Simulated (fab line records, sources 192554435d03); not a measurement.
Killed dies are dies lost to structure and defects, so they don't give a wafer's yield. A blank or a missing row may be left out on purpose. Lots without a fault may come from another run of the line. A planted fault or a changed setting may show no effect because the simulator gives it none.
Chamber matching | flow n5_finfet | N5_BEOL_M8_DEP_56 on pecvd-04: 3 sister chambers
The step deposits SiCN from 3MS/NH3, target thk 10 nm, time 17.5 s. 16 wafers are shown with their chamber, then 8 later ones without.

WAFERS WITH THEIR CHAMBER
wafer  | chamber | showerhead_plenum_p_Torr (Torr) | throttle_valve_pct (%)
L076.1 | 0       | 3.667                           | 8.5
L076.5 | 1       | 3.690                           | 9.4
L076.6 | 0       | 3.657                           | 8.8
L079.3 | 0       | 3.660                           | 9.0
L079.4 | 2       | 3.654                           | 9.1
L079.6 | 0       | 3.664                           | 8.6
L084.1 | 0       | 3.661                           | 8.9
L084.2 | 2       | 3.656                           | 8.8
L084.5 | 1       | 3.687                           | 9.5
L089.1 | 0       | 3.657                           | 8.8
L089.2 | 2       | 3.653                           | 9.1
L089.5 | 2       | 3.664                           | 8.9
L089.3 | 0       | 3.662                           | 8.6
L089.4 | 2       | 3.659                           | 8.6
L089.6 | 0       | 3.657                           | 8.7
L091.1 | 2       | 3.674                           | 9.5

SIGNATURES (means of the wafers above)
reading                  | chamber 0 | chamber 1 | chamber 2 | scatter within a chamber
showerhead_plenum_p_Torr | 3.66063   | 3.68850   | 3.66000   | 0.00563
throttle_valve_pct       | 8.738     | 9.450     | 9.000     | 0.229
Rule: a wafer's distance from a chamber is the root of the sum, over the readings, of the square of ((its reading less the chamber's mean) divided by the reading's scatter). The wafer belongs to the nearest chamber; if the next one is less than 2 further off, it can't be placed. The scatter: the root of (the sum of the squares of (reading less its chamber's mean) over the shown wafers, divided by (wafers less chambers)).

WAFERS WITHOUT THEIR CHAMBER
wafer  | showerhead_plenum_p_Torr (Torr) | throttle_valve_pct (%)
L091.2 | 3.658                           | 8.9
L091.3 | 3.682                           | 9.2
L091.4 | 3.663                           | 8.8
L091.5 | 3.667                           | 9.3
L091.6 | 3.690                           | 9.5
L095.2 | 3.663                           | 8.9
L095.5 | 3.660                           | 8.8
L095.6 | 3.664                           | 9.2

WHICH CHAMBER EACH WENT THROUGH
wafer  | from the rows above     | in truth
L091.2 | can't be placed: 2 or 0 | 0
L091.3 | 1                       | 1
L091.4 | can't be placed: 0 or 2 | 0
L091.5 | can't be placed: 2 or 0 | 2
L091.6 | 1                       | 1
L095.2 | can't be placed: 2 or 0 | 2
L095.5 | can't be placed: 0 or 2 | 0
L095.6 | can't be placed: 2 or 0 | 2
Placed correctly: 2 of 8. Can't be placed from these rows: 6 (the true chamber is among the candidates in 6). Placed wrongly: 0.
